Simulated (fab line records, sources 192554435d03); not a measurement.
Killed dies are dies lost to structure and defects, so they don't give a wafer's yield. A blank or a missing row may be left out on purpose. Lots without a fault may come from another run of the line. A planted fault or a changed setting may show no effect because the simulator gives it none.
fab line records | flow n5_finfet
record lots=5 wafers=15 last_day=17
route steps=1938 shown BEOL_M1@801
lots that met no fault: from a run of the same line without faults
start_h: hours from the record's first day to the start of the lot's first wafer shown | wait_h: hours since the lot's step before | " the same as in the row above | L1.1+2: a row that stands for several wafers | - no value, or no start given | * or withheld: withheld | < > ~ a bound
route shown NAME@n: a module of which the file shows steps, and the number in the route of the first | usual: mean/standard deviation of fault-free wafers | same: alike in all rows | chamber/n: place in a boat | sites: the reading at each site | _std_site: their standard deviation | _edge_site: outer sites' mean less inner sites' | radius_mm: how far each site lies from the wafer's centre | mask NAME#n: copy n | behind: the tool/chamber that last shaped the wafer | hold: why the lot was held/for how many hours/how that ended | device: the transistor (n, p or np) that didn't switch | end of line: the same wafers' tests at the end of the route | a step without rows: its recipe alone | killed: dies lost to structure and defects at the first sort, not the wafer's yield | map: a wafer's dies, x killed, . not, _ none there
set.NAME: the setting as run; set.NAME@STEP: as run at that earlier step | model.NAME: the simulator's own value behind a step, which no gauge read
lots at some steps of the route; a table a step, a row a wafer
services: from which hour (start_h, from the record's first day; less than 0 if before it) a tool's chamber was out of use, for how many hours, and why
## steps
# step N5_BEOL_M1_ETCH_41
# recipe chemistry=CH3F/O2 target=SiCN target_depth_a=319 taper_deg=2 time_s=57.8 ion_energy_ev=120 mask_material=TiN pressure_mtorr=30 source_w=395 bias_w=75 Ar_flow_sccm=150 CH3F_flow_sccm=30 O2_flow_sccm=20
# usual drypump_motor_current_A=5.6/0.3 oes_product_au=0.76/0.052 rf_vpp_V=295.8/2 showerhead_plenum_p_Torr=1.93/0.08 throttle_valve_pct=16.23/0.21
# columns lot.wafer tool chamber start_h wait_h drypump_motor_current_A oes_product_au rf_hours_counter_h rf_vpp_V showerhead_plenum_p_Torr throttle_valve_pct
L079.1 rie_diel-03 1 - - 6.1 0.89 35 295.3 1.95 16.03
L079.4 " 2 " " 5.4 0.78 127 295.1 1.86 16.19
L079.5 " 2 " " 5.4 0.78 - 292.8 1.86 16.17
L085.1 rie_diel-04 0 - - 5.2 0.69 237 296.1 1.96 16.28
L085.5 " 3 " " 6.0 0.78 - 295.6 1.92 16.04
L085.6 " 0 " " 5.2 0.69 - 297.0 1.96 16.28
L090.2 rie_diel-03 2 - - 5.4 0.76 146 293.8 1.85 16.20
L090.3 " 3 " " 5.3 0.71 214 294.8 1.90 16.46
L090.4 " 0 " " 5.5 0.76 150 293.8 1.84 16.38
L096.1 rie_diel-03 3 - - 5.3 0.69 222 293.9 1.89 16.48
L096.3 " 0 " " 5.4 0.74 159 294.5 1.84 16.40
L096.5 " 3 " " 5.3 0.69 - 294.8 1.89 16.48
L097.1 rie_diel-03 2 - - 5.4 0.74 158 293.3 1.85 16.22
L097.2 " 3 " " 5.3 0.69 224 296.6 1.89 16.48
L097.3 " 0 " " 5.5 0.74 160 295.2 1.84 16.41
# step N5_BEOL_M1_STRIP_97
# recipe chemistry=N2/H2 time_s=10 power_w=450 temp_c=40 pressure_mtorr=20 rf_frequency_hz=6e+07 bias_power_w=7 n2_flow_sccm=200 h2_flow_sccm=200
# usual drypump_motor_current_A=5.6/0.31 oes_product_au=0.76/0.051 rf_vpp_V=58.8/0.91 showerhead_plenum_p_Torr=2.45/0.11 temp_c=40.01/0.11 throttle_valve_pct=23.51/0.27
# columns lot.wafer tool chamber start_h wait_h drypump_motor_current_A oes_product_au rf_hours_counter_h rf_vpp_V showerhead_plenum_p_Torr temp_c throttle_valve_pct
L079.1 rie_diel-03 1 - - 6.1 0.89 35 59.4 2.48 39.91 23.60
L079.4 " 2 " " 5.4 0.77 127 59.1 2.35 40.02 23.42
L079.5 " 2 " " 5.4 0.77 - 57.4 2.35 40.05 23.42
L085.1 rie_diel-04 0 - - 5.2 0.69 237 58.6 2.50 39.92 23.74
L085.5 " 3 " " 6.0 0.77 - 57.7 2.45 39.91 23.48
L085.6 " 0 " " 5.2 0.69 - 59.3 2.50 40.02 23.74
L090.2 rie_diel-03 2 - - 5.4 0.75 146 58.9 2.34 40.15 23.44
L090.3 " 3 " " 5.3 0.70 214 58.2 2.40 39.99 23.65
L090.4 " 0 " " 5.5 0.75 150 58.6 2.33 39.97 23.79
L096.1 rie_diel-03 3 - - 5.3 0.69 222 60.8 2.40 39.93 23.68
L096.3 " 0 " " 5.4 0.75 159 58.9 2.32 40.19 23.80
L096.5 " 3 " " 5.3 0.69 - 57.6 2.40 40.00 23.68
L097.1 rie_diel-03 2 - - 5.4 0.76 158 59.0 2.33 39.96 23.46
L097.2 " 3 " " 5.3 0.69 224 58.1 2.40 39.94 23.68
L097.3 " 0 " " 5.4 0.75 160 57.1 2.32 40.16 23.78
# step N5_BEOL_M1_OCD_MEAS_38
# usual trench_depth_nm=55.0/0.81
# columns lot.wafer tool chamber start_h wait_h trench_depth_nm
L079.1 ocd-02 - 154.28 - 56.6
L079.4 " - " " 55.1
L079.5 " - " " 54.4
L085.1 ocd-01 - 193.96 - 53.2
L085.5 " - " " 55.0
L085.6 " - " " 53.8
L090.2 ocd-01 - 230.06 - 54.3
L090.3 " - " " 54.5
L090.4 " - " " 53.9
L096.1 ocd-01 - 258.37 - 54.8
L096.3 " - " " 54.7
L096.5 " - " " 54.1
L097.1 ocd-01 - 262.98 - 53.6
L097.2 " - " " 54.2
L097.3 " - " " 53.7
# step N5_BEOL_M1_HM_STRIP_39
# recipe chemistry=peroxide_tin_strip material=TiN target_depth_a=250 temp_c=50 time_s=158
# usual temp_c=50.00/0.12
# columns lot.wafer tool chamber start_h wait_h temp_c
L079.1 wet_bench-01 7 154.31 0.0 50.08
L079.4 " 0 " " 49.92
L079.5 " 6 " " 49.60
L085.1 wet_bench-01 7 193.99 0.0 49.92
L085.5 " 5 " " 50.00
L085.6 " 6 " " 49.86
L090.2 wet_bench-06 2 230.09 0.0 50.06
L090.3 " 4 " " 50.18
L090.4 " 0 " " 50.19
L096.1 wet_bench-01 5 258.40 0.0 49.90
L096.3 " 1 " " 49.97
L096.5 " 6 " " 50.03
L097.1 wet_bench-03 5 263.02 0.0 50.16
L097.2 " 4 " " 49.95
L097.3 " 0 " " 50.10
# step N5_BEOL_M1_SRD_40
# recipe time_s=30 temp_c=23 rinse_liquid=diw dry=ipa_marangoni
# usual temp_c=23.00/0.11
# columns lot.wafer tool chamber start_h wait_h temp_c
L079.1 wet_bench-01 7 154.36 0.0 22.76
L079.4 " 0 " " 22.75
L079.5 " 6 " " 22.93
L085.1 wet_bench-01 7 194.05 0.0 23.02
L085.5 " 5 " " 23.11
L085.6 " 6 " " 23.07
L090.2 wet_bench-06 2 230.14 0.0 22.88
L090.3 " 4 " " 23.22
L090.4 " 0 " " 22.99
L096.1 wet_bench-01 5 258.50 0.0 23.01
L096.3 " 1 " " 23.11
L096.5 " 6 " " 23.07
L097.1 wet_bench-03 5 263.06 0.0 23.09
L097.2 " 4 " " 23.02
L097.3 " 0 " " 22.99
# step N5_BEOL_M1_PRECLEAN_42
# recipe chemistry=residue_remover time_s=60 temp_c=40
# usual temp_c=39.99/0.12
# columns lot.wafer tool chamber start_h wait_h temp_c
L079.1 wet_bench-01 7 154.37 0.0 40.02
L079.4 " 0 " " 40.14
L079.5 " 6 " " 40.02
L085.1 wet_bench-01 7 194.06 0.0 40.07
L085.5 " 5 " " 39.89
L085.6 " 6 " " 39.86
L090.2 wet_bench-06 2 230.16 0.0 39.89
L090.3 " 4 " " 39.90
L090.4 " 0 " " 39.96
L096.1 wet_bench-01 5 258.53 0.0 40.01
L096.3 " 1 " " 39.87
L096.5 " 6 " " 40.11
L097.1 wet_bench-03 5 263.08 0.0 40.05
L097.2 " 4 " " 40.05
L097.3 " 0 " " 40.18
# step N5_BEOL_M1_SRD_43
# recipe time_s=30 temp_c=23 rinse_liquid=diw dry=ipa_marangoni
# usual temp_c=23.01/0.1
# columns lot.wafer tool chamber start_h wait_h temp_c
L079.1 wet_bench-01 7 154.39 0.0 23.01
L079.4 " 0 " " 23.00
L079.5 " 6 " " 23.05
L085.1 wet_bench-01 7 194.08 0.0 23.05
L085.5 " 5 " " 23.04
L085.6 " 6 " " 22.91
L090.2 wet_bench-06 2 230.17 0.0 22.99
L090.3 " 4 " " 23.14
L090.4 " 0 " " 23.11
L096.1 wet_bench-01 5 258.56 0.0 23.06
L096.3 " 1 " " 23.02
L096.5 " 6 " " 22.98
L097.1 wet_bench-03 5 263.10 0.0 22.92
L097.2 " 4 " " 22.97
L097.3 " 0 " " 22.84
# step N5_BEOL_M1_CD_MEAS_35
# recipe target_cd_nm=18 target_cd_y_nm=21 polarity=opening
# usual cd_nm=17.98/0.25
# columns lot.wafer tool chamber start_h wait_h cd_nm
L079.1 cd_sem-02 - 154.43 0.0 18.16
L079.4 " - " " 17.87
L079.5 " - " " 18.09
L085.1 cd_sem-03 - 194.12 0.0 17.87
L085.5 " - " " 17.97
L085.6 " - " " 18.14
L090.2 cd_sem-01 - 230.21 0.0 18.21
L090.3 " - " " 17.90
L090.4 " - " " 17.97
L096.1 cd_sem-02 - 258.62 0.0 17.70
L096.3 " - " " 18.05
L096.5 " - " " 18.19
L097.1 cd_sem-02 - 263.14 0.0 18.19
L097.2 " - " " 18.27
L097.3 " - " " 18.11
# step N5_BEOL_M1_DEGAS_44
# recipe ambient=vacuum temp_c=250 time_s=60
# usual heater_power_w=364/54
# columns lot.wafer tool chamber start_h wait_h heater_power_w
L079.1 pvd_sputter-02 - 154.82 0.4 335
L079.4 " - " " 343
L079.5 " - " " 346
L085.1 pvd_sputter-03 - 194.81 0.7 462
L085.5 " - " " 314
L085.6 " - " " 480
L090.2 pvd_sputter-02 - 231.07 0.9 352
L090.3 " - " " 345
L090.4 " - " " 324
L096.1 pvd_sputter-02 - 259.17 0.6 288
L096.3 " - " " 348
L096.5 " - " " 342
L097.1 pvd_sputter-03 - 263.44 0.3 486
L097.2 " - " " 399
L097.3 " - " " 351
# step N5_BEOL_M1_PRE_CLEAN_45
# recipe gas=H2/He time_s=30 temp_c=250
# usual heater_power_w=364/55
# columns lot.wafer tool chamber start_h wait_h heater_power_w
L079.1 pvd_sputter-02 - 154.86 0.0 327
L079.4 " - " " 351
L079.5 " - " " 357
L085.1 pvd_sputter-03 - 194.85 0.0 466
L085.5 " - " " 322
L085.6 " - " " 466
L090.2 pvd_sputter-02 - 231.11 0.0 348
L090.3 " - " " 347
L090.4 " - " " 320
L096.1 pvd_sputter-02 - 259.21 0.0 278
L096.3 " - " " 347
L096.5 " - " " 347
L097.1 pvd_sputter-03 - 263.48 0.0 478
L097.2 " - " " 398
L097.3 " - " " 352
# step N5_BEOL_M1_ALD_84
# recipe material=TaN target_thk_a=* temp_c=275 ald_precursor_family=PDMAT ald_co_reactant=NH3 pressure_torr=3 carrier_flow_sccm=1500 pulse_time_s=2 purge_time_s=3 co_reactant_purge_time_s=2 co_reactant_pulse_time_s=3 ald_cycles=30 precursor_vessel_temp_c=75 precursor_vessel_pressure_torr=26.25 precursor_vessel_carrier_sccm=1000
# usual heater_power_w=434/49
# columns lot.wafer tool chamber start_h wait_h heater_power_w
L079.1 ald_metal-02 0 154.92 0.0 408
L079.4 " 3 " " 510
L079.5 " 1 " " 424
L085.1 ald_metal-02 2 194.97 0.1 506
L085.5 " 2 " " 515
L085.6 " 3 " " 528
L090.2 ald_metal-02 1 231.17 0.0 421
L090.3 " 0 " " 400
L090.4 " 2 " " 494
L096.1 ald_metal-02 3 259.27 0.0 513
L096.3 " 1 " " 429
L096.5 " 1 " " 426
L097.1 ald_metal-04 3 263.77 0.3 423
L097.2 " 1 " " 364
L097.3 " 0 " " 347
# step N5_BEOL_M1_SURFACE_TREAT_85
# recipe gas=Ar time_s=* ion_energy_ev=* ion_current_ma_cm2=0.5 pressure_mtorr=* ar_flow_sccm=30
# usual throttle_valve_pct=*
# columns lot.wafer tool chamber start_h wait_h throttle_valve_pct
L079.1 pvd_sputter-01 - 155.15 0.1 *
L079.4 " - " " *
L079.5 " - " " *
L085.1 pvd_sputter-03 - 195.21 0.1 *
L085.5 " - " " *
L085.6 " - " " *
L090.2 pvd_sputter-02 - 231.45 0.2 *
L090.3 " - " " *
L090.4 " - " " *
L096.1 pvd_sputter-02 - 259.51 0.1 *
L096.3 " - " " *
L096.5 " - " " *
L097.1 pvd_sputter-01 - 264.97 1.1 *
L097.2 " - " " *
L097.3 " - " " *
# step N5_BEOL_M1_CVD_47
# recipe material=Co target_thk_a=30 temp_c=withheld precursor=CCTBA/H2 pressure_torr=30 time_s=223.8
# columns lot.wafer tool chamber start_h wait_h
L079.1+4+5 cvd_co-02 2,2,0 155.21 0.0
L085.1+5+6 cvd_co-01 0,1,0 195.27 0.0
L090.2+3+4 cvd_co-01 2,0,2 231.53 0.1
L096.1+3+5 cvd_co-01 0,2,0 259.57 0.0
L097.1+2+3 cvd_co-01 1,2,1 265.03 0.0
# step N5_BEOL_M1_SPUTTER_48
# recipe material=Cu target_thk_a=45 temp_c=-20 chamber_pressure_pa=0.07 power_w=withheld time_s=8.29
# usual throttle_valve_pct=29.9/0.63
# columns lot.wafer tool chamber start_h wait_h throttle_valve_pct
L079.1 pvd_sputter-02 - 155.37 0.1 30.1
L079.4 " - " " 29.0
L079.5 " - " " 30.5
L085.1 pvd_sputter-03 - 195.43 0.1 29.6
L085.5 " - " " 29.5
L085.6 " - " " 29.7
L090.2 pvd_sputter-02 - 231.69 0.1 29.2
L090.3 " - " " 30.6
L090.4 " - " " 30.6
L096.1 pvd_sputter-02 - 259.82 0.2 30.8
L096.3 " - " " 29.3
L096.5 " - " " 30.7
L097.1 pvd_sputter-02 - 265.28 0.2 29.1
L097.2 " - " " 30.7
L097.3 " - " " 30.4
# step N5_BEOL_M1_ANNEAL_49
# recipe temp_c=400 time_s=240 ambient=vacuum
# usual heater_power_w=872/120
# columns lot.wafer tool chamber start_h wait_h heater_power_w
L079.1 pvd_sputter-02 - 155.45 0.0 867
L079.4 " - " " 844
L079.5 " - " " 864
L085.1 pvd_sputter-03 - 195.51 0.0 952
L085.5 " - " " 996
L085.6 " - " " 872
L090.2 pvd_sputter-02 - 231.77 0.0 887
L090.3 " - " " 693
L090.4 " - " " 883
L096.1 pvd_sputter-02 - 259.90 0.0 702
L096.3 " - " " 848
L096.5 " - " " 884
L097.1 pvd_sputter-02 - 265.36 0.0 858
L097.2 " - " " 687
L097.3 " - " " 877
# step N5_BEOL_M1_SPUTTER_79
# recipe material=Cu target_thk_a=45 temp_c=-20 chamber_pressure_pa=0.07 power_w=withheld time_s=8.29
# usual throttle_valve_pct=29.9/0.62
# columns lot.wafer tool chamber start_h wait_h throttle_valve_pct
L079.1 pvd_sputter-02 - 155.59 0.1 30.3
L079.4 " - " " 29.0
L079.5 " - " " 30.3
L085.1 pvd_sputter-03 - 195.65 0.1 29.6
L085.5 " - " " 29.3
L085.6 " - " " 29.7
L090.2 pvd_sputter-02 - 231.91 0.1 29.2
L090.3 " - " " 30.5
L090.4 " - " " 30.4
L096.1 pvd_sputter-02 - 260.04 0.1 30.6
L096.3 " - " " 29.4
L096.5 " - " " 30.6
L097.1 pvd_sputter-02 - 265.50 0.1 29.4
L097.2 " - " " 30.5
L097.3 " - " " 30.3
# step N5_BEOL_M1_ANNEAL_80
# recipe temp_c=400 time_s=240 ambient=vacuum
# usual heater_power_w=870/110
# columns lot.wafer tool chamber start_h wait_h heater_power_w
L079.1 pvd_sputter-02 - 155.67 0.0 860
L079.4 " - " " 878
L079.5 " - " " 861
L085.1 pvd_sputter-03 - 195.73 0.0 981
L085.5 " - " " 1009
L085.6 " - " " 865
L090.2 pvd_sputter-02 - 231.99 0.0 849
L090.3 " - " " 717
L090.4 " - " " 871
L096.1 pvd_sputter-02 - 260.12 0.0 698
L096.3 " - " " 846
L096.5 " - " " 863
L097.1 pvd_sputter-02 - 265.58 0.0 851
L097.2 " - " " 701
L097.3 " - " " 865
# step N5_BEOL_M1_SPUTTER_81
# recipe material=Cu target_thk_a=45 temp_c=-20 chamber_pressure_pa=0.07 power_w=withheld time_s=8.29
# usual throttle_valve_pct=29.9/0.63
# columns lot.wafer tool chamber start_h wait_h throttle_valve_pct
L079.1 pvd_sputter-02 - 155.81 0.1 30.5
L079.4 " - " " 29.3
L079.5 " - " " 30.2
L085.1 pvd_sputter-03 - 195.87 0.1 29.3
L085.5 " - " " 29.4
L085.6 " - " " 29.6
L090.2 pvd_sputter-02 - 232.13 0.1 29.2
L090.3 " - " " 30.8
L090.4 " - " " 30.4
L096.1 pvd_sputter-02 - 260.26 0.1 30.4
L096.3 " - " " 29.6
L096.5 " - " " 30.3
L097.1 pvd_sputter-02 - 265.72 0.1 29.3
L097.2 " - " " 30.4
L097.3 " - " " 30.5
# step N5_BEOL_M1_ANNEAL_82
# recipe temp_c=400 time_s=240 ambient=vacuum
# usual heater_power_w=871/110
# columns lot.wafer tool chamber start_h wait_h heater_power_w
L079.1 pvd_sputter-02 - 155.89 0.0 856
L079.4 " - " " 854
L079.5 " - " " 887
L085.1 pvd_sputter-03 - 195.95 0.0 995
L085.5 " - " " 988
L085.6 " - " " 905
L090.2 pvd_sputter-02 - 232.21 0.0 847
L090.3 " - " " 721
L090.4 " - " " 880
L096.1 pvd_sputter-02 - 260.34 0.0 718
L096.3 " - " " 859
L096.5 " - " " 860
L097.1 pvd_sputter-02 - 265.80 0.0 857
L097.2 " - " " 704
L097.3 " - " " 852
# step N5_BEOL_M1_SPUTTER_86
# recipe material=Cu target_thk_a=45 temp_c=-20 chamber_pressure_pa=0.07 power_w=withheld time_s=8.29
# usual throttle_valve_pct=29.9/0.61
# columns lot.wafer tool chamber start_h wait_h throttle_valve_pct
L079.1 pvd_sputter-02 - 156.03 0.1 30.2
L079.4 " - " " 29.0
L079.5 " - " " 30.4
L085.1 pvd_sputter-03 - 196.09 0.1 29.4
L085.5 " - " " 29.4
L085.6 " - " " 29.7
L090.2 pvd_sputter-02 - 232.35 0.1 29.4
L090.3 " - " " 30.8
L090.4 " - " " 30.6
L096.1 pvd_sputter-02 - 260.48 0.1 30.6
L096.3 " - " " 29.5
L096.5 " - " " 30.4
L097.1 pvd_sputter-02 - 265.94 0.1 29.1
L097.2 " - " " 30.6
L097.3 " - " " 30.5
# step N5_BEOL_M1_ANNEAL_87
# recipe temp_c=400 time_s=240 ambient=vacuum
# usual heater_power_w=871/120
# columns lot.wafer tool chamber start_h wait_h heater_power_w
L079.1 pvd_sputter-02 - 156.11 0.0 861
L079.4 " - " " 857
L079.5 " - " " 869
L085.1 pvd_sputter-03 - 196.17 0.0 1020
L085.5 " - " " 972
L085.6 " - " " 870
L090.2 pvd_sputter-02 - 232.43 0.0 875
L090.3 " - " " 717
L090.4 " - " " 861
L096.1 pvd_sputter-02 - 260.56 0.0 694
L096.3 " - " " 857
L096.5 " - " " 856
L097.1 pvd_sputter-02 - 266.02 0.0 870
L097.2 " - " " 711
L097.3 " - " " 866
# step N5_BEOL_M1_SPUTTER_88
# recipe material=Cu target_thk_a=45 temp_c=-20 chamber_pressure_pa=0.07 power_w=withheld time_s=8.29
# usual throttle_valve_pct=29.9/0.63
# columns lot.wafer tool chamber start_h wait_h throttle_valve_pct
L079.1 pvd_sputter-02 - 156.25 0.1 30.3
L079.4 " - " " 29.5
L079.5 " - " " 30.3
L085.1 pvd_sputter-03 - 196.31 0.1 29.5
L085.5 " - " " 29.3
L085.6 " - " " 29.6
L090.2 pvd_sputter-02 - 232.57 0.1 29.3
L090.3 " - " " 30.6
L090.4 " - " " 30.5
L096.1 pvd_sputter-02 - 260.70 0.1 30.8
L096.3 " - " " 28.9
L096.5 " - " " 30.2
L097.1 pvd_sputter-02 - 266.16 0.1 29.6
L097.2 " - " " 30.7
L097.3 " - " " 30.3
# step N5_BEOL_M1_ANNEAL_89
# recipe temp_c=400 time_s=240 ambient=vacuum
# usual heater_power_w=869/110
# columns lot.wafer tool chamber start_h wait_h heater_power_w
L079.1 pvd_sputter-02 - 156.33 0.0 852
L079.4 " - " " 858
L079.5 " - " " 866
L085.1 pvd_sputter-03 - 196.39 0.0 988
L085.5 " - " " 992
L085.6 " - " " 875
L090.2 pvd_sputter-02 - 232.65 0.0 835
L090.3 " - " " 709
L090.4 " - " " 870
L096.1 pvd_sputter-02 - 260.78 0.0 698
L096.3 " - " " 835
L096.5 " - " " 876
L097.1 pvd_sputter-02 - 266.24 0.0 852
L097.2 " - " " 695
L097.3 " - " " 862
# step N5_BEOL_M1_SPUTTER_90
# recipe material=Cu target_thk_a=45 temp_c=-20 chamber_pressure_pa=0.07 power_w=withheld time_s=8.29
# usual throttle_valve_pct=29.9/0.59
# columns lot.wafer tool chamber start_h wait_h throttle_valve_pct
L079.1 pvd_sputter-02 - 156.47 0.1 30.4
L079.4 " - " " 29.0
L079.5 " - " " 30.2
L085.1 pvd_sputter-03 - 196.53 0.1 29.5
L085.5 " - " " 29.6
L085.6 " - " " 29.7
L090.2 pvd_sputter-02 - 232.79 0.1 29.4
L090.3 " - " " 30.2
L090.4 " - " " 30.2
L096.1 pvd_sputter-02 - 260.92 0.1 30.5
L096.3 " - " " 29.1
L096.5 " - " " 30.3
L097.1 pvd_sputter-02 - 266.38 0.1 29.4
L097.2 " - " " 30.4
L097.3 " - " " 30.4
# step N5_BEOL_M1_ANNEAL_91
# recipe temp_c=400 time_s=240 ambient=vacuum
# usual heater_power_w=870/110
# columns lot.wafer tool chamber start_h wait_h heater_power_w
L079.1 pvd_sputter-02 - 156.55 0.0 869
L079.4 " - " " 858
L079.5 " - " " 865
L085.1 pvd_sputter-03 - 196.61 0.0 1009
L085.5 " - " " 972
L085.6 " - " " 873
L090.2 pvd_sputter-02 - 232.87 0.0 864
L090.3 " - " " 727
L090.4 " - " " 852
L096.1 pvd_sputter-02 - 261.00 0.0 697
L096.3 " - " " 866
L096.5 " - " " 861
L097.1 pvd_sputter-02 - 266.46 0.0 841
L097.2 " - " " 705
L097.3 " - " " 854
# step N5_BEOL_M1_SPUTTER_92
# recipe material=Cu target_thk_a=45 temp_c=-20 chamber_pressure_pa=0.07 power_w=withheld time_s=8.29
# usual throttle_valve_pct=29.9/0.61
# columns lot.wafer tool chamber start_h wait_h throttle_valve_pct
L079.1 pvd_sputter-02 - 156.69 0.1 30.3
L079.4 " - " " 29.1
L079.5 " - " " 30.3
L085.1 pvd_sputter-03 - 196.75 0.1 29.5
L085.5 " - " " 29.5
L085.6 " - " " 29.4
L090.2 pvd_sputter-02 - 233.01 0.1 29.0
L090.3 " - " " 30.8
L090.4 " - " " 30.2
L096.1 pvd_sputter-02 - 261.14 0.1 30.8
L096.3 " - " " 29.1
L096.5 " - " " 30.6
L097.1 pvd_sputter-02 - 266.60 0.1 29.1
L097.2 " - " " 30.6
L097.3 " - " " 30.6
# step N5_BEOL_M1_ANNEAL_93
# recipe temp_c=400 time_s=240 ambient=vacuum
# usual heater_power_w=869/110
# columns lot.wafer tool chamber start_h wait_h heater_power_w
L079.1 pvd_sputter-02 - 156.77 0.0 844
L079.4 " - " " 851
L079.5 " - " " 849
L085.1 pvd_sputter-03 - 196.83 0.0 982
L085.5 " - " " 1003
L085.6 " - " " 861
L090.2 pvd_sputter-02 - 233.09 0.0 840
L090.3 " - " " 700
L090.4 " - " " 876
L096.1 pvd_sputter-02 - 261.22 0.0 687
L096.3 " - " " 862
L096.5 " - " " 864
L097.1 pvd_sputter-02 - 266.68 0.0 842
L097.2 " - " " 700
L097.3 " - " " 873
# step N5_BEOL_M1_SPUTTER_94
# recipe material=Cu target_thk_a=45 temp_c=-20 chamber_pressure_pa=0.07 power_w=withheld time_s=8.29
# usual throttle_valve_pct=29.9/0.59
# columns lot.wafer tool chamber start_h wait_h throttle_valve_pct
L079.1 pvd_sputter-02 - 156.91 0.1 30.5
L079.4 " - " " 29.2
L079.5 " - " " 30.3
L085.1 pvd_sputter-03 - 196.97 0.1 29.5
L085.5 " - " " 29.4
L085.6 " - " " 29.5
L090.2 pvd_sputter-02 - 233.23 0.1 29.4
L090.3 " - " " 30.5
L090.4 " - " " 30.2
L096.1 pvd_sputter-02 - 261.36 0.1 30.9
L096.3 " - " " 29.4
L096.5 " - " " 30.4
L097.1 pvd_sputter-02 - 266.82 0.1 29.1
L097.2 " - " " 30.9
L097.3 " - " " 30.4
# step N5_BEOL_M1_ANNEAL_95
# recipe temp_c=400 time_s=240 ambient=vacuum
# usual heater_power_w=870/110
# columns lot.wafer tool chamber start_h wait_h heater_power_w
L079.1 pvd_sputter-02 - 156.99 0.0 866
L079.4 " - " " 865
L079.5 " - " " 851
L085.1 pvd_sputter-03 - 197.05 0.0 983
L085.5 " - " " 980
L085.6 " - " " 883
L090.2 pvd_sputter-02 - 233.31 0.0 869
L090.3 " - " " 711
L090.4 " - " " 856
L096.1 pvd_sputter-02 - 261.44 0.0 706
L096.3 " - " " 844
L096.5 " - " " 838
L097.1 pvd_sputter-02 - 266.90 0.0 858
L097.2 " - " " 714
L097.3 " - " " 864
# step N5_BEOL_M1_SPUTTER_96
# recipe material=Cu target_thk_a=45 temp_c=-20 chamber_pressure_pa=0.07 power_w=withheld time_s=8.29
# usual throttle_valve_pct=29.9/0.62
# columns lot.wafer tool chamber start_h wait_h throttle_valve_pct
L079.1 pvd_sputter-02 - 157.13 0.1 30.4
L079.4 " - " " 29.2
L079.5 " - " " 30.3
L085.1 pvd_sputter-03 - 197.19 0.1 29.3
L085.5 " - " " 29.5
L085.6 " - " " 29.6
L090.2 pvd_sputter-02 - 233.45 0.1 29.1
L090.3 " - " " 30.3
L090.4 " - " " 30.3
L096.1 pvd_sputter-02 - 261.58 0.1 30.7
L096.3 " - " " 29.2
L096.5 " - " " 30.5
L097.1 pvd_sputter-02 - 267.04 0.1 28.8
L097.2 " - " " 30.5
L097.3 " - " " 30.0
# step N5_BEOL_M1_ECD_50
# recipe material=Cu target_thk_a=3000
# columns lot.wafer tool chamber start_h wait_h
L079.1+4+5 ecd_cu-01 1,1,0 157.25 0.1
L085.1+5+6 ecd_cu-01 1,1,0 197.31 0.1
L090.2+3+4 ecd_cu-02 1,0,1 233.56 0.1
L096.1+3+5 ecd_cu-01 1,0,0 261.70 0.1
L097.1+2+3 ecd_cu-02 0,1,0 267.16 0.1
# step N5_BEOL_M1_ANNEAL_51
# recipe temp_c=225 time_s=90 ambient=N2
# usual wafer_temp_C_max=226.11/0.28
# columns lot.wafer tool chamber start_h wait_h wafer_temp_C_max
L079.1 rtp_anneal-02 0 157.32 0.1 225.75
L079.4 " 0 " " 225.90
L079.5 " 0 " " 226.15
L085.1 rtp_anneal-02 0 197.39 0.1 226.18
L085.5 " 0 " " 226.98
L085.6 " 0 " " 226.09
L090.2 rtp_anneal-01 0 233.75 0.2 226.08
L090.3 " 0 " " 226.30
L090.4 " 0 " " 226.09
L096.1 rtp_anneal-01 0 261.78 0.1 226.02
L096.3 " 0 " " 225.92
L096.5 " 0 " " 226.00
L097.1 rtp_anneal-01 0 267.34 0.2 226.35
L097.2 " 0 " " 226.07
L097.3 " 0 " " 226.46
# step N5_BEOL_M1_CMP_52
# recipe stop_on=SiOC t_overpolish_s=6.8 down_force_psi=1 platen_rpm=50 clearing_platen_down_force_psi=1.5 clearing_platen_rpm=50 post_cmp_clean=cu_alkaline target_thk_nm=40 clearing_platen_pad_velocity_m_s=0.99484 pad_velocity_m_s=0.99484
# usual barrier_field_endpoint_s=24.9/0.68 motor_current_A=6.3/0.58 overpolish_run_s=6.800/0.01 time_to_endpoint_s=63/3.1
# columns lot.wafer tool chamber start_h wait_h barrier_field_endpoint_s motor_current_A overpolish_run_s time_to_endpoint_s
L079.1 cmp-01 0 157.66 0.3 23.7 5.2 6.816 60
L079.4 " 1 " " 25.2 7.3 6.792 65
L079.5 " 3 " " 25.0 6.5 6.798 62
L085.1 cmp-03 0 197.80 0.4 24.6 6.7 6.792 62
L085.6 " 1 " " 25.3 6.4 6.796 60
L085.5 " 2 " " 24.9 6.2 6.797 65
L090.4 cmp-04 1 234.02 0.1 24.8 7.1 6.794 61
L090.3 " 2 " " 24.8 6.5 6.769 58
L090.2 " 0 " " 25.1 6.0 6.793 58
L096.1 cmp-01 0 262.11 0.3 24.5 5.7 6.796 61
L096.3 " 1 " " 24.5 7.2 6.792 60
L096.5 " 3 " " 25.3 6.7 6.803 63
L097.1 cmp-03 2 267.67 0.3 24.8 6.0 6.822 63
L097.2 " 3 " " 24.5 5.9 6.804 61
L097.3 " 0 " " 25.0 6.8 6.787 62
# step N5_BEOL_M1_THK_MEAS_53
# recipe thk_meas_gauge=xrf reads=Cu_of_BEOL_M1_ECD_50
# usual M1_THK=40.1/1.3
# columns lot.wafer tool chamber start_h wait_h M1_THK[nm]
L079.1 film_metro-01 - 157.92 - 39.4
L079.4 " - " " 41.2
L079.5 " - " " 41.4
L085.1 film_metro-02 - 197.98 - 40.5
L085.5 " - " " 42.6
L085.6 " - " " 40.2
L090.2 film_metro-02 - 234.31 - 39.3
L090.3 " - " " 40.8
L090.4 " - " " 41.4
L096.1 film_metro-02 - 262.38 0.2 39.8
L096.3 " - " " 39.7
L096.5 " - " " 41.6
L097.1 film_metro-02 - 267.93 - 39.7
L097.2 " - " " 40.0
L097.3 " - " " 39.7
## services
# columns tool chamber start_h hours kind
cmp-04 - 131.65 2.6 repair
cmp-03 - 140.44 4.0 pm
rie_diel-04 0 154.84 11.5 repair
cmp-04 - 157.70 1.3 repair
pvd_sputter-01 - 158.45 0.9 repair
ecd_cu-01 - 163.65 5.6 pm
cmp-04 - 169.03 0.3 repair
cmp-04 - 169.93 0.9 repair
ald_metal-04 - 174.30 1.4 repair
ecd_cu-02 - 178.43 2.2 repair
ald_metal-04 2 192.04 18.5 repair
cvd_co-02 - 197.44 6.0 pm
ald_metal-04 - 197.69 6.0 pm
cmp-03 - 206.71 0.7 repair
rie_diel-03 - 211.39 14.6 pm
ald_metal-02 0 227.46 3.2 repair
wet_bench-03 - 232.85 2.6 repair
cmp-03 - 233.03 3.6 repair
cmp-04 - 242.21 4.0 pm
cvd_co-01 - 250.06 3.7 repair
rie_diel-04 - 254.83 0.1 repair
cmp-04 - 255.39 5.7 pm
cmp-03 - 261.61 0.8 repair
cvd_co-01 0 263.60 8.7 repair
## key
fault none
